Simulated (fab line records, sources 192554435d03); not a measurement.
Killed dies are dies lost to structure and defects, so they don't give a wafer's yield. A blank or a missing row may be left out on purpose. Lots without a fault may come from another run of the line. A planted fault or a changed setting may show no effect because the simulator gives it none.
Chamber matching | flow n5_finfet | N5_MOL_CONTACT_COAG_CMP_52 on cmp-04: 4 sister chambers
The step polishes, stops on SiO2, t overpolish 1.5 s, target thk 66.5 nm. 20 wafers are shown with their chamber, then 10 later ones without.

WAFERS WITH THEIR CHAMBER
wafer  | chamber | motor_current_A (A) | time_to_endpoint_s (s) | overpolish_run_s (s)
L079.1 | 3       | 11.8                | 9.9                    | 1.505
L079.3 | 0       | 13.1                | 9.7                    | 1.515
L079.4 | 1       | 11.0                | 12.4                   | 1.500
L082.1 | 3       | 11.9                | 15.3                   | 1.499
L082.3 | 2       | 10.4                | 18.1                   | 1.509
L082.5 | 3       | 11.9                | 13.4                   | 1.490
L082.2 | 0       | 14.2                | 12.8                   | 1.498
L082.4 | 1       | 11.2                | 15.9                   | 1.505
L082.6 | 2       | 10.8                | 16.0                   | 1.492
L086.1 | 1       | 11.3                | 14.6                   | 1.480
L086.3 | 0       | 13.0                | 12.1                   | 1.512
L086.4 | 3       | 12.5                | 11.7                   | 1.503
L086.2 | 2       | 10.4                | 15.2                   | 1.501
L086.5 | 2       | 10.4                | 15.8                   | 1.490
L086.6 | 1       | 11.1                | 14.1                   | 1.496
L089.1 | 2       | 10.6                | 18.3                   | 1.518
L089.5 | 3       | 12.3                | 11.0                   | 1.508
L089.6 | 0       | 13.7                | 12.0                   | 1.501
L091.3 | 2       | 10.3                | 16.7                   | 1.502
L091.4 | 0       | 13.5                | 13.3                   | 1.483

SIGNATURES (means of the wafers above)
reading            | chamber 0 | chamber 1 | chamber 2 | chamber 3 | scatter within a chamber
motor_current_A    | 13.500    | 11.150    | 10.483    | 12.080    | 0.309
time_to_endpoint_s | 11.980    | 14.250    | 16.683    | 12.260    | 1.58
overpolish_run_s   | 1.50180   | 1.49525   | 1.50200   | 1.50100   | 0.0104
Rule: a wafer's distance from a chamber is the root of the sum, over the readings, of the square of ((its reading less the chamber's mean) divided by the reading's scatter). The wafer belongs to the nearest chamber; if the next one is less than 2 further off, it can't be placed. The scatter: the root of (the sum of the squares of (reading less its chamber's mean) over the shown wafers, divided by (wafers less chambers)).

WAFERS WITHOUT THEIR CHAMBER
wafer  | motor_current_A (A) | time_to_endpoint_s (s) | overpolish_run_s (s)
L091.6 | 11.2                | 13.9                   | 1.501
L093.3 | 10.8                | 14.4                   | 1.500
L093.4 | 10.8                | 10.2                   | 1.505
L093.6 | 13.0                | 7.8                    | 1.499
L095.1 | 14.3                | 12.4                   | 1.497
L095.3 | 10.0                | 18.7                   | 1.482
L095.5 | 10.9                | 16.8                   | 1.490
L095.2 | 11.6                | 13.3                   | 1.487
L095.4 | 10.9                | 14.9                   | 1.505
L095.6 | 14.3                | 9.4                    | 1.510

WHICH CHAMBER EACH WENT THROUGH
wafer  | from the rows above          | in truth
L091.6 | 1                            | 1
L093.3 | can't be placed: 1 or 2      | 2
L093.4 | can't be placed: 1 or 2 or 3 | 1
L093.6 | can't be placed: 0 or 3      | 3
L095.1 | 0                            | 0
L095.3 | 2                            | 2
L095.5 | can't be placed: 2 or 1      | 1
L095.2 | can't be placed: 1 or 3      | 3
L095.4 | can't be placed: 1 or 2      | 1
L095.6 | 0                            | 0
Placed correctly: 4 of 10. Can't be placed from these rows: 6 (the true chamber is among the candidates in 6). Placed wrongly: 0.
